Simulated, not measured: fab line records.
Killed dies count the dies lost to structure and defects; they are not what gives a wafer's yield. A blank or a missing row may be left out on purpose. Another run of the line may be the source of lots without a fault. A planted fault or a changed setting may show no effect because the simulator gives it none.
fab line records ; flow n5Finfet
[record] lots = 9; wafers = 27; lastDay = 18
route steps=1938 shown FIN_SAQP@128 BEOL_M4@1111
lots that met no fault: taken from a fault-free run of the same line
startH: hours from the record's opening day to when the first of the lot's shown wafers began ; waitH: how many hours have passed since the lot's step before this one ; " unchanged from the row above ; L1.1+2: several wafers, shown together as one row ; - no value present, or no start provided ; * or withheld: withheld ; < > ~ a bound
route shown NAME@n: NAME is a module with steps in the file, n the number in the route of the first one ; usual: mean/standard deviation taken from wafers without a fault ; same: alike in all rows ; chamber/n: place in a boat ; sites: readings site by site ; _std_site: standard deviation across them ; _edge_site: inner sites' mean taken away from outer sites' mean ; radiusMm: how far each site lies from the wafer's centre ; mask NAME#n: copy n ; behind: tool/chamber where the wafer was last shaped ; hold: what put the lot on hold/how long, in hours/how the hold closed ; device: transistor that didn't switch, given as n, p or np ; end of line: tests of these same wafers at the route's end ; for a step that has no rows: nothing shown but its recipe ; killed: not the wafer's yield, but the dies lost to structure and defects at the first sort ; map: shows each die of a wafer: x if killed, . if not, _ if none is there
set.NAME: the setting as run; set.NAME@STEP: as run at that earlier step ; model.NAME: the simulator's own value behind a step, which no gauge read
route steps across a sampled set of lots; one table per step, one row per wafer
services: when a tool's chamber went out of use (startH, in hours from the record's first day, below 0 if earlier), for how many hours, and the reason
[[steps]]
[step N5_FIN_SAQP_CD_MEAS_27]
[recipe] targetCdNm = 20; landingEnergyEv = 1000; detector = seInlens; polarity = line
[usual] cdNm = 20.32/0.25
[same] landingEnergyEv = 1000
lot.wafer;tool;chamber;startH;waitH;cdNm
L824.1;cdSem-02;0;30.94;0.1;19.75
L824.3;cdSem-02;0;30.94;0.1;20.24
L824.6;cdSem-02;0;30.94;0.1;20.54
L825.3;cdSem-01;0;37.52;0.1;20.29
L825.4;cdSem-01;0;37.52;0.1;20.89
L825.6;cdSem-01;0;37.52;0.1;20.02
L827.3;cdSem-01;0;49.19;0.1;20.40
L827.4;cdSem-01;0;49.19;0.1;20.40
L827.5;cdSem-01;0;49.19;0.1;20.88
L830.2;cdSem-01;0;66.86;0.1;20.74
L830.3;cdSem-01;0;66.86;0.1;20.31
L830.6;cdSem-01;0;66.86;0.1;20.14
L832.1;cdSem-02;0;79.57;0.1;20.43
L832.3;cdSem-02;0;79.57;0.1;21.04
L832.4;cdSem-02;0;79.57;0.1;20.03
L835.3;cdSem-01;0;102.47;0.1;20.21
L835.5;cdSem-01;0;102.47;0.1;20.12
L835.6;cdSem-01;0;102.47;0.1;20.02
L840.3;cdSem-01;0;127.26;0.1;19.97
L840.4;cdSem-01;0;127.26;0.1;20.30
L840.5;cdSem-01;0;127.26;0.1;20.02
L844.2;cdSem-01;0;152.69;0.1;20.08
L844.3;cdSem-01;0;152.69;0.1;19.93
L844.6;cdSem-01;0;152.69;0.1;20.48
L845.3;cdSem-02;0;156.78;0.1;19.98
L845.4;cdSem-02;0;156.78;0.1;20.00
L845.5;cdSem-02;0;156.78;0.1;20.69
[step N5_FIN_SAQP_RECESS_71]
[recipe] chemistry = HF/NH3; target = SiO2; targetDepthA = 30; afsCycles = 1; tempC = 30; sublimationTempC = 180; sublimationTimeS = 60
[usual] drypumpMotorCurrentA = 5.5/0.48
lot.wafer;tool;chamber;startH;waitH;drypumpMotorCurrentA
L824.1;vaporEtch-02;0;31.94;0.0;5.1
L824.3;vaporEtch-02;1;31.94;0.0;5.6
L824.6;vaporEtch-02;0;31.94;0.0;5.1
L825.3;vaporEtch-01;0;38.44;0.1;5.2
L825.4;vaporEtch-01;1;38.44;0.1;6.3
L825.6;vaporEtch-01;1;38.44;0.1;6.3
L827.3;vaporEtch-01;1;50.17;0.1;6.2
L827.4;vaporEtch-01;0;50.17;0.1;5.2
L827.5;vaporEtch-01;0;50.17;0.1;5.2
L830.2;vaporEtch-02;0;67.74;0.0;5.1
L830.3;vaporEtch-02;1;67.74;0.0;5.6
L830.6;vaporEtch-02;0;67.74;0.0;5.0
L832.1;vaporEtch-01;1;80.45;0.0;6.3
L832.3;vaporEtch-01;0;80.45;0.0;5.2
L832.4;vaporEtch-01;1;80.45;0.0;6.2
L835.3;vaporEtch-02;0;103.56;0.1;5.1
L835.5;vaporEtch-02;1;103.56;0.1;5.7
L835.6;vaporEtch-02;0;103.56;0.1;5.1
L840.3;vaporEtch-02;0;128.34;0.1;5.1
L840.4;vaporEtch-02;1;128.34;0.1;5.6
L840.5;vaporEtch-02;0;128.34;0.1;5.0
L844.2;vaporEtch-02;0;153.57;0.0;5.0
L844.3;vaporEtch-02;0;153.57;0.0;5.0
L844.6;vaporEtch-02;0;153.57;0.0;5.0
L845.3;vaporEtch-02;1;157.81;0.1;5.7
L845.4;vaporEtch-02;0;157.81;0.1;5.1
L845.5;vaporEtch-02;0;157.81;0.1;5.0
[step N5_FIN_SAQP_STRIP_77]
[recipe] chemistry = N2/H2; timeS = 90; powerW = 100; tempC = 40; pressureMtorr = 100; rfFrequencyHz = 6e+07; biasPowerW = 3; n2FlowSccm = 300; h2FlowSccm = 300
[usual] biasPowerW = 2.998/0.0096; drypumpMotorCurrentA = 5.6/0.44; oesProductAu = 0.76/0.079; rfVppV = 45.5/0.81; showerheadPlenumPTorr = 3.47/0.08; throttleValvePct = 12.21/0.24
lot.wafer;tool;chamber;startH;waitH;biasPowerW;drypumpMotorCurrentA;oesProductAu;rfHoursCounterH;rfVppV;showerheadPlenumPTorr;throttleValvePct
L824.1;rieDiel-03;2;32.89;0.0;3.007;5.3;0.73;161;44.1;3.53;12.12
L824.3;rieDiel-03;1;32.89;0.0;3.017;5.4;0.66;239;46.4;3.45;12.50
L824.6;rieDiel-03;3;32.89;0.0;2.994;5.3;0.75;-;44.0;3.54;12.21
L825.3;rieDiel-03;3;39.20;0.0;2.992;5.2;0.75;138;45.5;3.53;12.21
L825.4;rieDiel-03;0;39.20;0.0;3.004;5.8;0.66;247;44.3;3.19;12.53
L825.6;rieDiel-03;0;39.20;0.0;3.002;5.8;0.66;-;45.4;3.19;12.52
L827.3;rieDiel-01;1;51.50;0.0;2.987;5.7;0.84;61;45.6;3.59;12.08
L827.4;rieDiel-01;2;51.50;0.0;2.994;5.2;0.71;217;46.2;3.46;12.59
L827.5;rieDiel-01;3;51.50;0.0;3.008;6.3;0.76;-;46.1;3.49;12.11
L830.2;rieDiel-05;1;68.71;0.0;2.998;5.1;0.78;111;45.0;3.38;11.85
L830.3;rieDiel-05;2;68.71;0.0;2.991;5.9;0.69;216;46.3;3.48;12.47
L830.6;rieDiel-05;1;68.71;0.0;2.992;5.1;0.78;-;45.2;3.38;11.85
L832.1;rieDiel-05;3;81.45;0.0;3.002;5.7;0.69;216;44.9;3.36;12.71
L832.3;rieDiel-05;0;81.45;0.0;2.996;6.5;0.74;176;45.8;3.49;12.07
L832.4;rieDiel-05;2;81.45;0.0;2.997;6.0;0.71;220;46.1;3.48;12.51
L835.3;rieDiel-03;2;104.61;0.0;2.988;5.3;0.71;192;45.6;3.51;12.19
L835.5;rieDiel-03;2;104.61;0.0;2.980;5.3;0.70;-;45.8;3.51;12.19
L835.6;rieDiel-03;1;104.61;0.0;3.005;5.3;0.94;-;45.9;3.43;11.90
L840.3;rieDiel-03;3;129.11;0.0;3.002;5.3;0.72;175;44.8;3.51;12.29
L840.4;rieDiel-03;2;129.11;0.0;2.979;5.3;0.69;201;46.8;3.50;12.22
L840.5;rieDiel-03;3;129.11;0.0;2.994;5.3;0.72;-;45.6;3.51;12.29
L844.2;rieDiel-03;1;154.46;0.0;2.994;5.3;0.90;29;45.1;3.42;11.96
L844.3;rieDiel-03;3;154.46;0.0;3.004;5.2;0.71;189;45.6;3.51;12.33
L844.6;rieDiel-03;1;154.46;0.0;2.997;5.3;0.89;-;45.5;3.42;11.96
L845.3;rieDiel-03;2;158.78;0.0;3.011;5.3;0.68;217;44.8;3.50;12.24
L845.4;rieDiel-03;3;158.78;0.0;3.016;5.3;0.71;-;46.1;3.50;12.34
L845.5;rieDiel-03;1;158.78;0.0;3.004;5.3;0.89;-;46.3;3.42;11.97
[step N5_FIN_SAQP_ETCH_64]
[recipe] chemistry = CF4; target = SiO2; targetDepthA = 15; ionEnergyEv = 350; pressureMtorr = 10; icpW = 800; biasW = 400; cf4FlowSccm = 80
[usual] cf4FlowSccm = 80.00/0.25; drypumpMotorCurrentA = 5.7/0.48; oesProductAu = 0.994/0.014; throttleValvePct = 21.77/0.27
lot.wafer;tool;chamber;startH;waitH;cf4FlowSccm;drypumpMotorCurrentA;oesProductAu;rfHoursCounterH;throttleValvePct
L824.1;rieSi-06;3;33.07;0.0;79.97;5.5;0.992;111;21.89
L824.3;rieSi-06;2;33.07;0.0;80.31;5.7;0.987;2;21.61
L824.6;rieSi-06;1;33.07;0.0;80.14;4.9;0.989;-;21.72
L825.3;rieSi-01;1;39.37;0.0;79.71;6.5;0.989;6;21.61
L825.4;rieSi-01;2;39.37;0.0;79.80;5.6;0.971;61;22.06
L825.6;rieSi-01;0;39.37;0.0;79.71;5.6;0.991;-;21.55
L827.3;rieSi-05;0;51.67;0.0;79.43;5.0;1.012;11;22.03
L827.4;rieSi-05;2;51.67;0.0;80.15;6.0;0.998;86;21.75
L827.5;rieSi-05;1;51.67;0.0;79.97;6.2;0.987;-;21.21
L830.2;rieSi-06;3;68.88;0.0;80.04;5.4;0.995;111;21.92
L830.3;rieSi-06;0;68.88;0.0;79.87;6.4;1.017;164;22.21
L830.6;rieSi-06;3;68.88;0.0;80.12;5.5;0.990;-;21.92
L832.1;rieSi-06;3;81.62;0.0;79.85;5.5;0.839;112;21.84
L832.3;rieSi-06;1;81.62;0.0;80.03;4.9;0.971;120;21.71
L832.4;rieSi-06;0;81.62;0.0;79.81;6.4;1.012;164;22.20
L835.3;rieSi-06;2;104.79;0.0;79.88;5.7;0.973;3;21.59
L835.5;rieSi-06;3;104.79;0.0;80.18;5.5;0.845;-;21.86
L835.6;rieSi-06;0;104.79;0.0;79.97;6.4;1.021;-;22.20
L840.3;rieSi-01;0;129.28;0.0;79.82;5.6;1.002;4;21.55
L840.4;rieSi-01;2;129.28;0.0;79.78;5.6;0.972;62;22.08
L840.5;rieSi-01;2;129.28;0.0;80.07;5.6;0.978;-;22.07
L844.2;rieSi-05;3;154.64;0.0;80.16;5.3;1.016;165;22.07
L844.3;rieSi-05;1;154.64;0.0;80.00;6.2;0.986;65;21.21
L844.6;rieSi-05;3;154.64;0.0;79.93;5.2;1.001;-;22.05
L845.3;rieSi-01;0;158.95;0.0;80.12;5.6;0.997;5;21.56
L845.4;rieSi-01;2;158.95;0.0;79.72;5.6;0.965;63;22.06
L845.5;rieSi-01;3;158.95;0.0;80.24;5.7;0.998;-;21.72
[step N5_BEOL_M4_RC_MEAS_101]
[usual] DIBL_N = 37.0/1.7; DIBL_P = 36.7/2; IOFF_N = 0.17/0.035; IOFF_P = 0.22/0.035; ION_N = 672/12; ION_P = 461/7.5; SS_N = 71.6/0.67; SS_P = 73.4/0.64; VT_N = 250/3.5; VT_P = -250/3.5
lot.wafer;tool;chamber;startH;waitH;DIBL_N[mV/V];DIBL_P[mV/V];IOFF_N[nA/um];IOFF_P[nA/um];ION_N[uA/um];ION_P[uA/um];SS_N[mV/dec];SS_P[mV/dec];VT_N[mV];VT_P[mV]
L824.1;prober-01;0;168.91;0.0;37.2;36.6;0.19;0.27;692;476;72.1;73.0;249;-242
L824.3;prober-01;0;168.91;0.0;34.5;33.5;0.13;0.20;663;461;71.3;72.5;252;-246
L824.6;prober-01;0;168.91;0.0;34.7;33.6;0.14;0.22;663;469;71.2;73.0;249;-246
L825.3;prober-01;0;176.08;0.3;38.7;41.7;0.22;0.27;674;463;72.6;75.0;248;-248
L825.4;prober-01;0;176.08;0.3;37.0;39.1;0.16;0.20;664;454;73.0;73.4;254;-251
L825.6;prober-01;0;176.08;0.3;35.7;36.9;0.14;0.18;645;445;72.5;73.1;256;-253
L827.3;prober-01;0;192.97;0.3;37.8;36.6;0.17;0.21;675;459;71.3;73.5;247;-249
L827.4;prober-01;0;192.97;0.3;36.9;35.6;0.15;0.19;657;451;71.4;73.4;247;-249
L827.5;prober-01;0;192.97;0.3;35.3;33.9;0.12;0.18;650;447;70.9;72.8;252;-250
L830.2;prober-01;0;213.50;0.2;36.4;35.2;0.15;0.18;681;461;71.3;72.5;251;-253
L830.3;prober-01;0;213.50;0.2;38.4;37.3;0.18;0.22;685;458;72.1;72.7;248;-252
L830.6;prober-01;0;213.50;0.2;38.2;37.7;0.18;0.23;691;469;72.2;73.2;249;-252
L832.1;prober-01;0;219.44;0.0;36.8;37.5;0.17;0.21;682;467;71.9;74.3;252;-252
L832.3;prober-01;0;219.44;0.0;36.6;37.3;0.16;0.20;673;464;71.7;73.3;252;-256
L832.4;prober-01;0;219.44;0.0;36.5;36.7;0.15;0.20;662;454;71.5;73.5;254;-253
L835.3;prober-01;0;239.56;0.3;38.1;36.7;0.16;0.22;683;467;71.8;74.0;250;-252
L835.5;prober-01;0;239.56;0.3;38.1;37.3;0.17;0.25;678;468;71.3;73.6;249;-245
L835.6;prober-01;0;239.56;0.3;37.0;35.0;0.14;0.20;661;458;70.8;72.6;254;-253
L840.3;prober-02;0;261.93;0.3;40.4;40.5;0.25;0.31;683;471;73.2;74.2;244;-245
L840.4;prober-02;0;261.93;0.3;37.3;37.0;0.17;0.24;676;465;71.6;73.6;245;-248
L840.5;prober-02;0;261.93;0.3;37.1;36.6;0.18;0.23;690;467;71.2;73.9;246;-247
L844.2;prober-02;0;302.36;0.2;36.6;36.8;0.13;0.17;658;447;71.6;73.4;256;-257
L844.3;prober-02;0;302.36;0.2;39.4;40.1;0.18;0.21;662;452;72.6;73.8;249;-251
L844.6;prober-02;0;302.36;0.2;38.0;38.7;0.15;0.19;664;454;71.6;74.3;253;-254
L845.3;prober-02;0;322.71;0.3;35.5;34.4;0.15;0.20;675;467;72.0;73.6;250;-250
L845.4;prober-02;0;322.71;0.3;36.0;35.2;0.16;0.22;678;466;71.8;73.5;246;-249
L845.5;prober-02;0;322.71;0.3;35.8;34.2;0.14;0.20;664;461;71.2;73.1;251;-252
[[services]]
tool;chamber;startH;hours;kind
vaporEtch-01;-;9.76;2.8;pm
rieSi-05;0;10.94;3.7;repair
rieDiel-01;2;10.94;3.8;repair
rieDiel-05;3;32.21;6.5;repair
vaporEtch-02;-;38.38;0.8;repair
rieDiel-03;0;53.15;-;clean
rieDiel-03;0;53.15;-;consumableReplace:focusRing
rieDiel-03;0;53.15;-;consumableReplace:showerhead
rieDiel-03;0;53.15;18.8;scheduledDown
rieDiel-03;0;53.15;18.8;ventCycle
rieDiel-01;-;70.05;2.8;pm
rieDiel-03;1;72.51;-;clean
rieDiel-03;1;72.51;-;consumableReplace:focusRing
rieDiel-03;1;72.51;12.8;scheduledDown
rieDiel-03;1;72.51;12.8;ventCycle
rieDiel-05;1;96.03;9.1;repair
rieDiel-01;2;108.98;7.7;repair
rieSi-06;2;125.41;9.6;repair
rieDiel-03;0;131.31;33.0;repair
rieSi-06;-;136.52;14.6;pm
rieDiel-03;1;139.08;7.7;repair
rieSi-06;-;151.12;10.0;pm
rieSi-05;2;154.40;4.4;repair
rieDiel-05;-;156.32;4.3;pm
[[key]]
[firstSign] step = N5_FIN_SAQP_ETCH_64; reading = oesProductAu; direction = down; sigmas = 11; usual = 0.994; struck = 0.842
effect none on later readings
metAt N5_FIN_SAQP_ETCH_64
struckLots L832,L835
struckWafers L832.1,L835.5
notActingAt N5_FIN_SAQP_CD_MEAS_27,N5_FIN_SAQP_RECESS_71,N5_FIN_SAQP_STRIP_77
onsetBetween 68.88 81.62
[fault] kind = processParameterDrift; tool = rieSi-06; chamber = -; onsetH = 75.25; steps = N5_FIN_SAQP_ETCH_64; channel = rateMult; offset = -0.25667; shape = step; endH = 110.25; scope = struckWafersOnly
